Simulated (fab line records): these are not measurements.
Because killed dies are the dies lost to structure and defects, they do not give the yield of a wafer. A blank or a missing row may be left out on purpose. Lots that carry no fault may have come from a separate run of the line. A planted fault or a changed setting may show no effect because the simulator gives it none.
A single fault, viewed from 2 desks / flow nand harc / every desk sees just its own numbers, and what lay behind them comes last

## FROM THE METROLOGY DESK
What the gauges read, lot by lot, whatever tool the lot ran on: means of the sampled wafers that have a number. Marked OUT: a lot whose mean sits more than 4 standard deviations from the usual mean, which makes it out of limits; the brackets give that distance.
Columns: A = overlay x nm at NHARC_A_M0_OVL_MEAS_10, usual 0.1 nm; B = overlay y nm at NHARC_A_M0_OVL_MEAS_10, usual 0.0 nm
lot=L188; first seen here=day 22 22:53; A=0.8; B=0.6
lot=L189; first seen here=day 23 01:56; A=1.0; B=-0.5
lot=L190; first seen here=day 23 23:06; A=0.3; B=1.8
lot=L194; first seen here=day 24 09:23; A=0.7; B=-0.0
lot=L199; first seen here=day 27 17:55; A=2.1; B=0.1
lot=L200; first seen here=day 27 18:58; A=-0.0; B=-0.9
lot=L201; first seen here=day 29 01:57; A=-0.4; B=-0.4
lot=L208; first seen here=day 31 12:04; A=-1.7; B=0.8
lot=L209; first seen here=day 31 21:07; A=-0.3; B=0.7
lot=L211; first seen here=day 32 09:41; A=-0.9; B=0.9
lot=L210; first seen here=day 33 04:26; A=-0.0; B=-0.5
This desk's verdict: no lot among the 11 shows anything out of limits.

## FOR THE TOOL OWNER'S DESK: litho track-01
At NHARC_A_M0_SOFTBAKE_04 (time 55 s), the tool's own readings, given per lot that ran on this tool as the mean of the sampled wafers with a number. Marked OUT: a lot whose mean sits more than 4 standard deviations from the usual mean, which makes it out of limits; the brackets give that distance.
Columns: A = heater power total W at NHARC_A_M0_SOFTBAKE_04, usual 188.46 W; B = plate temp C at NHARC_A_M0_SOFTBAKE_04, usual 104.99 C
lot=L189; first seen here=day 23 01:00; A=188.55; B=105.06
lot=L194; first seen here=day 24 08:00; A=188.45; B=105.07
lot=L199; first seen here=day 27 17:00; A=188.41; B=104.99
lot=L200; first seen here=day 27 18:00; A=188.43; B=104.99
lot=L201; first seen here=day 29 01:00; A=188.34; B=104.90
lot=L208; first seen here=day 31 11:00; A=164.79 (-99 or more) OUT; B=105.02
lot=L209; first seen here=day 31 20:00; A=164.82 (-99 or more) OUT; B=104.96
This desk's finding: out of limits on L208, L209; first on L208, day 31 11:00 (heater power total W at NHARC_A_M0_SOFTBAKE_04). L189, L194, L199, L200, L201 stayed within limits.

## BROUGHT TOGETHER
An alarm could have come from the tool owner's desk at day 31 11:00, on L208, L209.
Metrology desk: nothing out of limits seen.
The metrology desk holds a record of L208, L209, inside its limits.
All the named lots went through NHARC_A_M0_SOFTBAKE_04 on litho track-01.

## WHAT THE SIMULATOR PUT IN
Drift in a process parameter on litho track-01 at NHARC_A_M0_SOFTBAKE_04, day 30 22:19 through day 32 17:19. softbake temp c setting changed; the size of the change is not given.
Shown lots that were struck: L208, L209.
Each desk's first reading out of limits, in hours after the fault started: the tool owner's desk, 13.
